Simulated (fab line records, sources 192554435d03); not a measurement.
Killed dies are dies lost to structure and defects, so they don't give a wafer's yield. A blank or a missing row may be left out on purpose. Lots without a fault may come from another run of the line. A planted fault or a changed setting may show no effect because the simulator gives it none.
fab line records | flow n5_finfet
record lots=7 wafers=21
route steps=1938 shown WELL_APT@25 FIN_SAQP@96 DUMMY_GATE@223
start_h: hours from the record's first day to the start of the lot's first wafer shown | wait_h: hours since the lot's step before | " the same as in the row above | L1.1+2: a row that stands for several wafers | - no value, or no start given | * or withheld: withheld | < > ~ a bound
route shown NAME@n: a module of which the file shows steps, and the number in the route of the first | usual: mean/standard deviation of fault-free wafers | same: alike in all rows | chamber/n: place in a boat | sites: the reading at each site | _std_site: their standard deviation | _edge_site: outer sites' mean less inner sites' | radius_mm: how far each site lies from the wafer's centre | mask NAME#n: copy n | behind: the tool/chamber that last shaped the wafer | hold: why the lot was held/for how many hours/how that ended | device: the transistor (n, p or np) that didn't switch | end of line: the same wafers' tests at the end of the route | a step without rows: its recipe alone | killed: dies lost to structure and defects at the first sort, not the wafer's yield | map: a wafer's dies, x killed, . not, _ none there
set.NAME: the setting as run; set.NAME@STEP: as run at that earlier step | model.NAME: the simulator's own value behind a step, which no gauge read
lots whose settings were changed on purpose; a table a step, a row a wafer
## steps
# step N5_WELL_APT_PEB_06
# recipe peb_temp_c=130 peb_time_s=90
# columns lot.wafer tool chamber start_h wait_h set.peb_time_s
L074.1+2+6 litho_track-02 0 13.44 0.1 90
L076.1 litho_track-05 0 25.52 0.1 103
L076.3+6 " 0 " " 90
L078.3+4+6 litho_track-05 0 38.11 0.0 90
L080.1+3+5 litho_track-02 0 49.53 0.1 90
L081.1+2 litho_track-05 0 55.57 0.1 109
L081.6 " 0 " " 90
L088.2+3+5 litho_track-04 0 97.74 0.0 90
L097.2+3+5 litho_track-02 0 151.70 0.0 90
# step N5_WELL_APT_DEVELOP_07
# recipe develop_time_s=45 rinse_liquid=surfactant_rinse dry=air_spin dev_temp_c=21
# step N5_WELL_APT_HARDBAKE_12
# recipe temp_c=130 time_s=120
# step N5_WELL_APT_CD_MEAS_08
# recipe target_cd_nm=200 landing_energy_ev=500 detector=se_inlens
# usual cd_nm=199.3/1.3
# columns lot.wafer tool chamber start_h wait_h set.peb_time_s@WELL_APT_PEB_06 cd_nm
L074.1 cd_sem-03 0 13.56 - 90 201.9
L074.2 " 0 " " 90 198.8
L074.6 " 0 " " 90 198.2
L076.1 cd_sem-02 0 25.63 - 103 204.6
L076.3 " 0 " " 90 199.5
L076.6 " 0 " " 90 199.3
L078.3 cd_sem-01 0 38.23 - 90 198.2
L078.4 " 0 " " 90 198.3
L078.6 " 0 " " 90 199.0
L080.1 cd_sem-02 0 49.64 - 90 200.8
L080.3 " 0 " " 90 202.1
L080.5 " 0 " " 90 200.0
L081.1 cd_sem-02 0 55.68 - 109 203.3
L081.2 " 0 " " 109 203.4
L081.6 " 0 " " 90 196.8
L088.2 cd_sem-03 0 97.85 - 90 198.1
L088.3 " 0 " " 90 199.1
L088.5 " 0 " " 90 197.8
L097.2 cd_sem-02 0 151.81 - 90 201.5
L097.3 " 0 " " 90 199.8
L097.5 " 0 " " 90 199.6
# step N5_WELL_APT_DESCUM_13
# recipe chemistry=O2 time_s=7.9 source_power_w=50 bias_power_w=20 pressure_mtorr=20 rf_frequency_hz=2.712e+07 temp_c=40 o2_flow_sccm=225
# columns lot.wafer tool chamber start_h wait_h set.peb_time_s@WELL_APT_PEB_06 model.WELL_APT.cd_nm
L074.1 rie_diel-01 1 13.65 0.0 90 201.8
L074.2 " 0 " " 90 198.7
L074.6 " 0 " " 90 198.5
L076.1 rie_diel-04 0 25.85 0.2 103 205.1
L076.3 " 3 " " 90 199.5
L076.6 " 2 " " 90 199.4
L078.3 rie_diel-03 1 38.53 0.0 90 198.4
L078.4 " 1 " " 90 198
L078.6 " 0 " " 90 198.8
L080.1 rie_diel-03 3 49.77 0.1 90 201.2
L080.3 " 1 " " 90 202.3
L080.5 " 0 " " 90 199.9
L081.1 rie_diel-03 1 55.84 0.1 109 203.3
L081.2 " 2 " " 109 203.4
L081.6 " 1 " " 90 197.2
L088.2 rie_diel-04 1 97.94 0.0 90 198.2
L088.3 " 3 " " 90 199.4
L088.5 " 3 " " 90 198
L097.2 rie_diel-01 2 151.92 0.1 90 201.6
L097.3 " 3 " " 90 199.8
L097.5 " 0 " " 90 199.5
# step N5_FIN_SAQP_HM_DEP_03
# recipe material=SiNx target_thk_a=380 temp_c=400 precursor=SiH4/NH3/N2 pressure_torr=1.5 rf_w=300 time_s=33.6
# columns lot.wafer tool chamber start_h wait_h set.time_s model.SiNx_of_FIN_SAQP_HM_DEP_03.thk_nm
L074.1 pecvd-04 2 20.79 0.2 33.6 37.42
L074.2 " 0 " " 33.6 38.04
L074.6 " 1 " " 33.6 38.37
L076.1 pecvd-04 1 33.96 0.2 33.6 38.02
L076.3 " 0 " " 33.6 38.03
L076.6 " 2 " " 33.6 38.62
L078.3 pecvd-01 0 45.84 0.1 33.6 37.22
L078.4 " 2 " " 33.6 38.38
L078.6 " 1 " " 33.6 37.53
L080.1 pecvd-02 2 67.53 0.2 33.6 37.63
L080.3 " 1 " " 31.8 35.77
L080.5 " 1 " " 31.8 36.23
L081.1 pecvd-01 0 69.13 0.2 33.6 37.19
L081.2 " 2 " " 38.13 42.41
L081.6 " 0 " " 33.6 37.44
L088.2 pecvd-04 1 105.22 0.2 33.6 37.69
L088.3 " 2 " " 33.6 37.5
L088.5 " 2 " " 33.6 38.18
L097.2 pecvd-01 0 158.95 0.2 33.6 37.56
L097.3 " 2 " " 33.6 37.75
L097.5 " 0 " " 33.6 38.47
# step N5_FIN_SAQP_THK_MEAS_05
# usual thk_nm=37.8/0.44
# columns lot.wafer tool chamber start_h wait_h set.time_s@FIN_SAQP_HM_DEP_03 thk_nm
L074.1 film_metro-02 - 20.88 0.1 33.6 37.5
L074.2 " - " " 33.6 38.0
L074.6 " - " " 33.6 38.3
L076.1 film_metro-01 - 34.05 0.1 33.6 38.0
L076.3 " - " " 33.6 38.0
L076.6 " - " " 33.6 38.6
L078.3 film_metro-02 - 45.93 0.1 33.6 37.1
L078.4 " - " " 33.6 38.4
L078.6 " - " " 33.6 37.5
L080.1 film_metro-02 - 67.61 0.1 33.6 37.7
L080.3 " - " " 31.8 35.8
L080.5 " - " " 31.8 36.2
L081.1 film_metro-02 - 69.21 0.1 33.6 37.2
L081.2 " - " " 38.13 42.4
L081.6 " - " " 33.6 37.5
L088.2 film_metro-01 - 105.31 0.1 33.6 37.7
L088.3 " - " " 33.6 37.5
L088.5 " - " " 33.6 38.2
L097.2 film_metro-02 - 159.04 0.1 33.6 37.6
L097.3 " - " " 33.6 37.7
L097.5 " - " " 33.6 38.5
# step N5_FIN_SAQP_COAT_49
# recipe resist=SOC temp_c=250 time_s=60 spin_rpm=1500 resist_thk_nm=100
# columns lot.wafer tool chamber start_h wait_h set.time_s
L074.1+2+6 litho_track-02 0 21.20 0.1 60
L076.1 litho_track-05 0 34.37 0.1 60
L076.3+6 " 0 " " 64.14
L078.3+4+6 litho_track-02 0 46.52 0.1 60
L080.1+5 litho_track-02 0 67.93 0.1 53.01
L080.3 " 0 " " 60
L081.1+6 litho_track-05 0 69.60 0.1 60
L081.2 " 0 " " 51.63
L088.2+3 litho_track-01 0 105.63 0.1 49.38
L088.5 " 0 " " 60
L097.2+3+5 litho_track-01 0 159.36 0.1 60
# step N5_FIN_SAQP_COAT_50
# recipe resist=SiARC temp_c=220 time_s=60 spin_rpm=1500 resist_thk_nm=35
# step N5_FIN_SAQP_COAT_10
# recipe resist=CAR-ArF spin_rpm=1500 resist_thk_nm=90
# step N5_FIN_SAQP_SPACER2_ALD_28
# recipe material=SiO2 target_thk_a=81 temp_c=300 ald_precursor_family=BDEAS ald_co_reactant=O2-plasma pulse_time_s=1 purge_time_s=2 co_reactant_purge_time_s=2 pressure_torr=2
# step N5_FIN_SAQP_SPACER2_ETCHBACK_29
# recipe chemistry=CHF3/O2 mode=anisotropic_etchback target=SiO2 target_depth_a=122 time_s=6.1 pressure_mtorr=30 source_w=650 bias_w=170 Ar_flow_sccm=200 CHF3_flow_sccm=50 O2_flow_sccm=5 ion_energy_ev=200
# step N5_FIN_SAQP_MANDREL2_REMOVE_60
# recipe chemistry=HBr/Cl2/O2 bt_time_s=10 target=a-Si stop_on=SiNx endpoint=OES-SiCl over_etch_frac=1 icp_w=600 bias_w=22 HBr_flow_sccm=150 Cl2_flow_sccm=80 O2_flow_sccm=5 pressure_mtorr=10
# columns lot.wafer tool chamber start_h wait_h set.time_s@FIN_SAQP_HM_DEP_03 model.SiNx_of_FIN_SAQP_HM_DEP_03.thk_nm
L074.1 rie_si-05 3 25.42 0.1 33.6 36.8
L074.2 " 1 " " 33.6 37.4
L074.6 " 0 " " 33.6 37.8
L076.1+3 rie_si-04 3,0 40.27 0.1 33.6 37.4
L076.6 " 1 " " 33.6 37.8
L078.3 rie_si-06 3 50.55 0.1 33.6 36.4
L078.4 " 2 " " 33.6 37.8
L078.6 " 3 " " 33.6 36.8
L080.1 rie_si-05 1 73.41 0.1 33.6 37
L080.3 " 2 " " 31.8 35.2
L080.5 " 1 " " 31.8 35.6
L081.1 rie_si-04 3 74.62 0.1 33.6 36.4
L081.2 " 2 " " 38.13 41.6
L081.6 " 0 " " 33.6 36.8
L088.2 rie_si-06 1 109.55 0.1 33.6 37
L088.3 " 2 " " 33.6 36.8
L088.5 " 3 " " 33.6 37.4
L097.2 rie_si-06 3 163.14 0.1 33.6 36.8
L097.3 " 2 " " 33.6 37.2
L097.5 " 1 " " 33.6 37.8
# step N5_FIN_SAQP_HM_OPEN_33
# recipe chemistry=CH3F/O2 target=SiNx mask_material=SiO2 target_depth_a=494 time_s=70.6 pressure_mtorr=30 source_w=395 bias_w=73 Ar_flow_sccm=150 CH3F_flow_sccm=30 O2_flow_sccm=20 ion_energy_ev=120 ends=cleared
# usual etch_rf_on_time_s=69.1/1.1
# columns lot.wafer tool chamber start_h wait_h set.time_s@FIN_SAQP_HM_DEP_03 etch_rf_on_time_s model.etch.depth_nm
L074.1 rie_diel-03 1 25.61 0.1 33.6 66.4 36.71
L074.2 " 2 " " 33.6 69.4 37.41
L074.6 " 1 " " 33.6 68.5 37.74
L076.1 rie_diel-03 1 40.60 0.2 33.6 67.2 37.33
L076.3 " 2 " " 33.6 68.7 37.4
L076.6 " 1 " " 33.6 68.6 37.87
L078.3 rie_diel-03 0 50.71 0.0 33.6 68.1 36.46
L078.4 " 3 " " 33.6 70.6 37.75
L078.6 " 3 " " 33.6 68.5 36.9
L080.1 rie_diel-03 1 73.87 0.3 33.6 68.1 37
L080.3 " 2 " " 31.8 65.3 35.14
L080.5 " 1 " " 31.8 65.6 35.6
L081.1 rie_diel-04 0 74.89 0.2 33.6 67.0 36.5
L081.2 " 3 " " 38.13 78.1 41.65
L081.6 " 1 " " 33.6 68.2 36.82
L088.2 rie_diel-03 0 109.71 0.0 33.6 69.7 37.06
L088.3 " 2 " " 33.6 69.2 36.88
L088.5 " 0 " " 33.6 69.7 37.47
L097.2 rie_diel-03 3 163.35 0.1 33.6 69.5 36.88
L097.3 " 1 " " 33.6 69.0 37.12
L097.5 " 1 " " 33.6 70.4 37.79
# step N5_FIN_SAQP_FIN_ETCH_36
# recipe chemistry=HBr/Cl2/O2 target_depth_a=1200 mask_material=SiNx time_s=50.4 bias_w=102 pressure_mtorr=10 icp_w=800 HBr_flow_sccm=150 Cl2_flow_sccm=80 O2_flow_sccm=12
# columns lot.wafer tool chamber start_h wait_h set.icp_w set.time_s@FIN_SAQP_HM_DEP_03 model.etch.depth_nm model.FIN_SAQP.feature_depth_nm model.SiNx_of_FIN_SAQP_HM_DEP_03.thk_nm
L074.1 rie_si-06 2 25.98 0.0 800 33.6 120.1 120 20.4
L074.2 " 0 " " 732 33.6 112.2 112.2 21.8
L074.6 " 0 " " 732 33.6 112.8 112.8 22.4
L076.1 rie_si-05 2 40.88 0.0 667.7 33.6 110.5 110.6 21.6
L076.3 " 1 " " 667.7 33.6 111.4 111.4 21.4
L076.6 " 0 " " 800 33.6 119 119 21.6
L078.3 rie_si-04 3 50.99 0.0 800 33.6 119.4 119.4 20.4
L078.4 " 2 " " 800 33.6 119.6 119.6 21.4
L078.6 " 0 " " 800 33.6 119.5 119.6 20.6
L080.1 rie_si-06 0 74.16 0.0 800 33.6 118.7 118.6 20.8
L080.3 " 1 " " 800 31.8 120.5 120.6 18.6
L080.5 " 3 " " 800 31.8 120.5 120.6 19.4
L081.1 rie_si-04 2 75.18 0.0 800 33.6 118.4 118.4 20.4
L081.2 " 1 " " 800 38.13 121.9 122 25.2
L081.6 " 2 " " 800 33.6 119 119 20.6
L088.2 rie_si-05 1 109.99 0.0 720.3 33.6 115.3 115.2 21
L088.3 " 0 " " 720.3 33.6 114.1 114.2 21
L088.5 " 2 " " 720.3 33.6 114.9 115 21.6
L097.2 rie_si-04 1 163.63 0.0 800 33.6 120.7 120.8 20.6
L097.3 " 2 " " 800 33.6 119.1 119.2 21
L097.5 " 0 " " 800 33.6 118.2 118.2 21.8
# step N5_FIN_SAQP_PRECLEAN_38
# recipe chemistry=O3/DIW time_s=45 temp_c=22 o3_ppm=10
# step N5_FIN_SAQP_PRECLEAN_45
# recipe chemistry=dHF time_s=10 dilution=500:1 temp_c=25
# step N5_FIN_SAQP_SRD_39
# recipe dry=ipa_marangoni time_s=30 temp_c=23 rinse_liquid=diw
# step N5_FIN_SAQP_OCD_MEAS_76
# usual trench_depth_nm=119.6/1.3
# columns lot.wafer tool chamber start_h wait_h set.icp_w@FIN_SAQP_FIN_ETCH_36 trench_depth_nm
L074.1 ocd-01 - 26.24 0.0 800 119.8
L074.2 " - " " 732 112.5
L074.6 " - " " 732 112.5
L076.1 ocd-02 - 41.10 0.0 667.7 110.6
L076.3 " - " " 667.7 110.7
L076.6 " - " " 800 119.3
L078.3 ocd-02 - 51.22 0.0 800 118.8
L078.4 " - " " 800 119.8
L078.6 " - " " 800 119.4
L080.1 ocd-01 - 74.38 0.0 800 119.0
L080.3 " - " " 800 120.5
L080.5 " - " " 800 120.4
L081.1 ocd-02 - 75.40 0.0 800 118.2
L081.2 " - " " 800 122.1
L081.6 " - " " 800 119.1
L088.2 ocd-01 - 110.21 0.0 720.3 115.4
L088.3 " - " " 720.3 114.1
L088.5 " - " " 720.3 114.7
L097.2 ocd-01 - 163.85 0.0 800 120.8
L097.3 " - " " 800 118.9
L097.5 " - " " 800 118.5
# step N5_DUMMY_GATE_COAT_35
# recipe resist=SiARC temp_c=220 time_s=60 spin_rpm=1500 resist_thk_nm=10
# columns lot.wafer tool chamber start_h wait_h set.spin_rpm model.SiARC_of_DUMMY_GATE_COAT_35.thk_nm
L074.1+6 litho_track-02 0 - - 1644 9.6
L074.2 " 0 " " 1500 10
L076.1 litho_track-02 0 - - 1500 10
L076.3 " 0 " " 1407 10.2
L076.6 " 0 " " 1407 10.4
L078.3+4+6 litho_track-02 0 - - 1500 10
L080.1+3+5 litho_track-03 0 - - 1500 10
L081.1+2 litho_track-02 0 - - 1500 10
L081.6 " 0 " " 1345 10.6
L088.2+5 litho_track-02 0 - - 1500 10
L088.3 " 0 " " 1566 9.8
L097.2+3 litho_track-02 0 - - 1500 10
L097.5 " 0 " " 1583 9.6
# step N5_DUMMY_GATE_EXPOSE_12
# recipe mask_id=GATE na=0.33 source_shape=annular sigma_inner=0.2 sigma_outer=0.6 polarization=unpolarized target_cd_nm=25 dose_mj=34
# columns lot.wafer tool chamber start_h wait_h mask set.dose_mj
L074.1+2 euv_scanner-01 0 46.31 - GATE#0 34
L074.6 " 0 " " GATE#0 32.17
L076.1+6 euv_scanner-02 0 61.02 - GATE#0 35.89
L076.3 " 0 " " GATE#0 34
L078.3+4+6 euv_scanner-01 0 70.26 - GATE#0 34
L081.1 euv_scanner-01 0 96.72 - GATE#0 34
L081.2+6 " 0 " " GATE#0 31.9
L080.1+5 euv_scanner-02 0 96.88 - GATE#0 34
L080.3 " 0 " " GATE#0 35.74
L088.2+5 euv_scanner-01 0 129.53 - GATE#0 32.77
L088.3 " 0 " " GATE#0 34
L097.2 euv_scanner-01 0 185.45 - GATE#0 34
L097.3+5 " 0 " " GATE#0 35.79
# step N5_DUMMY_GATE_PEB_13
# recipe peb_temp_c=100 peb_time_s=60 resist=CAR-EUV
# step N5_DUMMY_GATE_DEVELOP_14
# recipe develop_time_s=30 developer=TMAH resist=CAR-EUV rinse_liquid=surfactant_rinse dry=air_spin dev_temp_c=23
# step N5_DUMMY_GATE_CD_MEAS_15
# recipe target_cd_nm=25.8 landing_energy_ev=500 detector=se_inlens
# usual cd_nm=24.97/0.22
# columns lot.wafer tool chamber start_h wait_h set.dose_mj@DUMMY_GATE_EXPOSE_12 cd_nm
L074.1 cd_sem-02 0 46.44 - 34 25.07
L074.2 " 0 " " 34 25.42
L074.6 " 0 " " 32.17 26.36
L076.1 cd_sem-02 0 61.14 - 35.89 24.51
L076.3 " 0 " " 34 25.39
L076.6 " 0 " " 35.89 24.22
L078.3 cd_sem-03 0 70.38 - 34 24.90
L078.4 " 0 " " 34 24.89
L078.6 " 0 " " 34 25.24
L081.1 cd_sem-02 0 96.84 - 34 24.88
L081.2 " 0 " " 31.9 26.08
L081.6 " 0 " " 31.9 26.31
L080.1 cd_sem-03 0 97.01 - 34 24.99
L080.3 " 0 " " 35.74 24.12
L080.5 " 0 " " 34 24.52
L088.2 cd_sem-01 0 129.65 - 32.77 25.57
L088.3 " 0 " " 34 25.20
L088.5 " 0 " " 32.77 25.56
L097.2 cd_sem-03 0 185.57 - 34 25.04
L097.3 " 0 " " 35.79 23.95
L097.5 " 0 " " 35.79 23.82
# step N5_DUMMY_GATE_STRIP_38
# recipe chemistry=N2/H2 temp_c=40 n2_flow_sccm=200 h2_flow_sccm=200 rf_frequency_hz=6e+07
# step N5_DUMMY_GATE_STRIP_39
# recipe chemistry=N2/H2 temp_c=40 n2_flow_sccm=200 h2_flow_sccm=200 rf_frequency_hz=6e+07
# step N5_DUMMY_GATE_TRIM_49
# recipe chemistry=O2 resist=SOC time_s=29 target_cd_nm=14 source_power_w=300 bias_power_w=0 O2_flow_sccm=100 temp_c=20
# columns lot.wafer tool chamber start_h wait_h set.dose_mj@DUMMY_GATE_EXPOSE_12 model.DUMMY_GATE.cd_nm
L074.1 rie_si-01 0 46.84 0.0 34 14
L074.2 " 1 " " 34 14.2
L074.6 " 3 " " 32.17 15
L076.1 rie_si-01 2 61.63 0.0 35.89 12.8
L076.3 " 0 " " 34 14
L076.6 " 0 " " 35.89 13
L078.3 rie_si-01 0 70.96 0.0 34 14.2
L078.4+6 " 3,2 " " 34 13.6
L081.1 rie_si-03 2 97.21 0.0 34 13.8
L081.2 " 3 " " 31.9 15
L081.6 " 0 " " 31.9 14.8
L080.1+5 rie_si-02 2,3 97.36 0.0 34 13.8
L080.3 " 0 " " 35.74 12.8
L088.2 rie_si-02 3 130.00 0.0 32.77 14.4
L088.3 " 0 " " 34 13.8
L088.5 " 2 " " 32.77 14.6
L097.2 rie_si-02 3 185.99 0.0 34 13.8
L097.3 " 2 " " 35.79 12.4
L097.5 " 3 " " 35.79 13
# step N5_DUMMY_GATE_STRIP_40
# recipe chemistry=CF4 resist=SiARC power_w=300 bias_power_w=75 pressure_mtorr=50 cf4_flow_sccm=150 rf_frequency_hz=6e+07
# step N5_DUMMY_GATE_CD_MEAS_50
# recipe target_cd_nm=14
# usual cd_nm=13.93/0.29
# columns lot.wafer tool chamber start_h wait_h set.dose_mj@DUMMY_GATE_EXPOSE_12 cd_nm
L074.1 cd_sem-03 - 46.99 0.0 34 14.02
L074.2 " - " " 34 14.15
L074.6 " - " " 32.17 14.93
L076.1 cd_sem-01 - 61.78 0.0 35.89 13.01
L076.3 " - " " 34 13.78
L076.6 " - " " 35.89 13.39
L078.3 cd_sem-02 - 71.12 0.0 34 14.32
L078.4 " - " " 34 13.72
L078.6 " - " " 34 13.61
L081.1 cd_sem-02 - 97.39 0.0 34 13.60
L081.2 " - " " 31.9 14.89
L081.6 " - " " 31.9 15.04
L080.1 cd_sem-03 - 97.79 0.0 34 13.74
L080.3 " - " " 35.74 12.72
L080.5 " - " " 34 13.82
L088.2 cd_sem-01 - 130.15 0.0 32.77 14.08
L088.3 " - " " 34 13.76
L088.5 " - " " 32.77 14.59
L097.2 cd_sem-01 - 186.14 0.0 34 13.94
L097.3 " - " " 35.79 12.47
L097.5 " - " " 35.79 13.43
# step N5_DUMMY_GATE_ETCH_31
# recipe chemistry=C4F6/O2 target=SiO2 mask_material=SOC target_depth_a=825 time_s=27.5 ion_energy_ev=250 pressure_mtorr=30 source_w=345 bias_w=185 Ar_flow_sccm=300 C4F6_flow_sccm=10 O2_flow_sccm=10
# step N5_DUMMY_GATE_STRIP_41
# recipe chemistry=O2 power_w=400 temp_c=40 pressure_mtorr=30 rf_frequency_hz=6e+07 bias_power_w=0 overash_fraction=0.3 o2_flow_sccm=225
# step N5_DUMMY_GATE_ETCH_23
# recipe chemistry=HBr/Cl2/O2 HBr_flow_sccm=150 Cl2_flow_sccm=80 O2_flow_sccm=12 bias_w=102 target_depth_a=410 time_s=22.3 target=poly-Si mask_material=SiO2 pressure_mtorr=10 icp_w=800
# step N5_DUMMY_GATE_ETCH_44
# recipe chemistry=HBr/O2 over_etch_frac=0.7 target_depth_a=1275 stop_on=SiO2 ion_energy_ev=60 bias_w=20 target=poly-Si mask_material=SiO2 pressure_mtorr=20 icp_w=400 HBr_flow_sccm=120 O2_flow_sccm=10
# step N5_DUMMY_GATE_CD_MEAS_24
# recipe target_cd_nm=15
# usual cd_nm=14.86/0.28
# columns lot.wafer tool chamber start_h wait_h set.dose_mj@DUMMY_GATE_EXPOSE_12 cd_nm
L074.1 cd_sem-01 - 47.48 0.1 34 14.96
L074.2 " - " " 34 15.05
L074.6 " - " " 32.17 16.32
L076.1 cd_sem-02 - 62.27 0.1 35.89 14.07
L076.3 " - " " 34 14.71
L076.6 " - " " 35.89 13.89
L078.3 cd_sem-03 - 71.61 0.1 34 14.86
L078.4 " - " " 34 15.06
L078.6 " - " " 34 14.84
L081.1 cd_sem-01 - 98.12 0.1 34 14.53
L081.2 " - " " 31.9 16.51
L081.6 " - " " 31.9 15.96
L080.1 cd_sem-02 - 98.34 0.1 34 14.96
L080.3 " - " " 35.74 13.91
L080.5 " - " " 34 15.15
L088.2 cd_sem-02 - 130.65 0.1 32.77 15.27
L088.3 " - " " 34 14.72
L088.5 " - " " 32.77 15.40
L097.2 cd_sem-03 - 186.64 0.1 34 15.09
L097.3 " - " " 35.79 13.77
L097.5 " - " " 35.79 14.15
## key
split step=N5_WELL_APT_PEB_06 setting=peb_time_s stated=90 by=wafer
response step=N5_WELL_APT_CD_MEAS_08 reading=cd_nm change=+0.323 per=1% r=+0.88
response step=N5_WELL_APT_DESCUM_13 reading=model.WELL_APT.cd_nm change=+0.324 per=1% r=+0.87
split step=N5_FIN_SAQP_HM_DEP_03 setting=time_s stated=33.6 by=wafer
response step=N5_FIN_SAQP_HM_DEP_03 reading=model.SiNx_of_FIN_SAQP_HM_DEP_03.thk_nm change=+0.368 per=1% r=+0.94
response step=N5_FIN_SAQP_THK_MEAS_05 reading=thk_nm change=* per=1% r=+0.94
response step=N5_FIN_SAQP_MANDREL2_REMOVE_60 reading=model.SiNx_of_FIN_SAQP_HM_DEP_03.thk_nm change=+0.361 per=1% r=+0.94
response step=N5_FIN_SAQP_HM_OPEN_33 reading=etch_rf_on_time_s change=* per=1% r=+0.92
response step=N5_FIN_SAQP_HM_OPEN_33 reading=model.etch.depth_nm change=+0.362 per=1% r=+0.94
response step=N5_FIN_SAQP_FIN_ETCH_36 reading=model.SiNx_of_FIN_SAQP_HM_DEP_03.thk_nm change=+0.347 per=1% r=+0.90
split step=N5_FIN_SAQP_COAT_49 setting=time_s stated=60 by=wafer
response none clear
split step=N5_FIN_SAQP_FIN_ETCH_36 setting=icp_w stated=800 by=wafer
response step=N5_FIN_SAQP_FIN_ETCH_36 reading=model.etch.depth_nm change=+0.57 per=1% r=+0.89
response step=N5_FIN_SAQP_FIN_ETCH_36 reading=model.FIN_SAQP.feature_depth_nm change=+0.567 per=1% r=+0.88
response step=N5_FIN_SAQP_OCD_MEAS_76 reading=trench_depth_nm change=+0.594 per=1% r=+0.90
split step=N5_DUMMY_GATE_COAT_35 setting=spin_rpm stated=1500 by=wafer
response step=N5_DUMMY_GATE_COAT_35 reading=model.SiARC_of_DUMMY_GATE_COAT_35.thk_nm change=-0.0522 per=1% r=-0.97
split step=N5_DUMMY_GATE_EXPOSE_12 setting=dose_mj stated=34 by=wafer
response step=N5_DUMMY_GATE_CD_MEAS_15 reading=cd_nm change=-0.185 per=1% r=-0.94
response step=N5_DUMMY_GATE_TRIM_49 reading=model.DUMMY_GATE.cd_nm change=-0.189 per=1% r=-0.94
response step=N5_DUMMY_GATE_CD_MEAS_50 reading=cd_nm change=-0.175 per=1% r=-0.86
response step=N5_DUMMY_GATE_CD_MEAS_24 reading=cd_nm change=-0.216 per=1% r=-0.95
